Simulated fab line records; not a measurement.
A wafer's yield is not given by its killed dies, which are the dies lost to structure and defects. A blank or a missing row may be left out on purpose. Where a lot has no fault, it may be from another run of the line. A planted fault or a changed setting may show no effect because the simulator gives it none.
Struck lot and sound lot, side by side | flow n5Finfet | 30 steps out of a route of 1938
Sound: wafers L278.1, L278.2, L278.6. Wafers L285.1, L285.4, L285.5 were the ones struck. Last of all comes the cause.
For every step that has rows: the tool of each side, followed by ch and its chambers, followed by its first start. Under that, the readings that differ: sound wafers | struck wafers | difference of the means | sigmas: that difference in standard deviations of wafers without a fault.
alike: readings whose means differ by less than 2 such deviations, and words and numbers that are the same on both sides. not compared: withheld readings, readings that some wafer has no value for, bounds like >300 that may hide the same value, and numbers for which the record gives no deviation and whose values overlap.
A row with sigmas, a row that says differs or no value, or rows on one side alone: a step with any of these is where the two part. When numbers do not overlap yet have no deviation, they are printed without sigmas and do not part them. A reading that every wafer of one side lacks parts them only if that side has two wafers or more.

first, 12 steps without rows for these wafers: N5_SD_EPI_N_STRIP_36 (strips in N2/H2); N5_SD_EPI_N_ETCHBACK_44 (etches SiNx in CH3F/O2, stops on SiO2, target depth 14.5 nm); N5_SD_EPI_N_ETCH_45 (etches SiOCN in CH3F/O2, target depth 6 nm); N5_SD_EPI_N_ETCH_16 (etches SiO2 in CHF3/O2, target depth 5 nm); N5_SD_EPI_N_STRIP_47 (strips in CHF3/O2); N5_SD_EPI_N_SD_RECESS_17 (chemistry HBr/Cl2/O2, target depth 41 nm, time 23.7 s, bt time 3 s); N5_SD_EPI_N_STRIP_38 (strips in N2/H2); N5_SD_EPI_N_WET_ETCH_43 (etches SiO2 in dHF, time 14 s, target depth 1.5 nm); N5_SD_EPI_N_STRIP_18 (strips in SPM, time 750 s); N5_SD_EPI_N_SRD_20 (time 30 s); N5_SD_EPI_N_PRECLEAN_48 (cleans in NF3:NH3, afs cycles 2, time 20 s, sublimation time 60 s); N5_SD_EPI_N_VAPOR_ETCH_50 (etches Si in HCl, time 54 s).
N5_SD_EPI_N_EPI_21: deposits Si:P, time 690 s.
  sound on epiRpcvd-01 ch 0, day 5 08:44; struck on epiRpcvd-01 ch 0, day 7 02:49
  alike: susceptorTempC
then, 4 steps without rows for these wafers: N5_SD_EPI_N_PRECLEAN_24 (cleans in O3/DIW, time 60 s); N5_SD_EPI_N_SRD_25 (time 30 s); N5_SD_EPI_N_PRECLEAN_49 (cleans in NF3:NH3, afs cycles 1, time 20 s, sublimation time 60 s); N5_SD_EPI_N_LINER_46 (material SiNx, target thk 3 nm).
N5_SD_EPI_N_INSPECT_26: inspects for defects (darkfield).
  struck on defectInspect-01, day 7 05:05; sound on defectInspect-02, day 5 11:12
reading        | sound       | struck         | difference | sigmas
rawDefectCount | 185 198 193 | 1351 1299 1413 | +1162      | +33
then, 8 steps without rows for these wafers: N5_SD_EPI_P_COAT_34 (time 60 s, resist thk 350 nm); N5_SD_EPI_P_COAT_35 (time 60 s, resist thk 35 nm); N5_SD_EPI_P_COAT_03 (resist thk 150 nm); N5_SD_EPI_P_EBR_05; N5_SD_EPI_P_SOFTBAKE_04 (time 60 s); N5_SD_EPI_P_EXPOSE_06 (exposes mask SD P BLK, target cd 240 nm); N5_SD_EPI_P_PEB_07 (peb time 60 s); N5_SD_EPI_P_DEVELOP_08 (develop time 30 s).
N5_SD_EPI_P_INSPECT_11: inspects for defects (macro).
  struck on defectInspect-01, day 7 05:32; sound on defectInspect-01, day 5 11:39
reading        | sound | struck         | difference | sigmas
rawDefectCount | 2 4 3 | >300 >300 >300 | differs    | 
then, 1 step without rows for these wafers: N5_SD_EPI_P_DESCUM_14 (chemistry O2, time 7.9 s).
-- here the record skips 7 days between the struck wafers' starts before and after, leaving off in module SD_EPI_P and picking up in module BEOL_M4 (first step shown: number 1111 of the route) --
N5_BEOL_M4_RC_MEAS_101:
  sound on prober-01 ch 0, day 13 12:00; struck on prober-01 ch 0, day 14 05:01
reading        | sound             | struck            | difference | sigmas
IOFF_N (nA/um) | 0.209 0.190 0.214 | 0.163 0.156 0.139 | -0.052     | -2
IOFF_P (nA/um) | 0.269 0.247 0.276 | 0.187 0.166 0.165 | -0.091     | -3
ION_P (uA/um)  | 470 466 467       | 456 453 454       | -13        | -2
VT_P (mV)      | -246 -246 -247    | -254 -256 -256    | -9         | -3
  alike: DIBL_N, DIBL_P, ION_N, SS_N, SS_P, VT_N
-- the record jumps here: 4 days lie between the struck wafers' starts before and after (it left off in module BEOL_M4 and takes up again in module PASSIVATION, whose first step shown is number 1936 of the route) --
N5_PASSIVATION_PROBE_49:
  rows exist in the record for the struck wafers here (prober-01, day 18 11:17), but not for the sound ones

WHERE THEY PART
Earliest at N5_SD_EPI_N_INSPECT_26; latest, in this record, at N5_PASSIVATION_PROBE_49.

WHY: whatever the simulator had introduced
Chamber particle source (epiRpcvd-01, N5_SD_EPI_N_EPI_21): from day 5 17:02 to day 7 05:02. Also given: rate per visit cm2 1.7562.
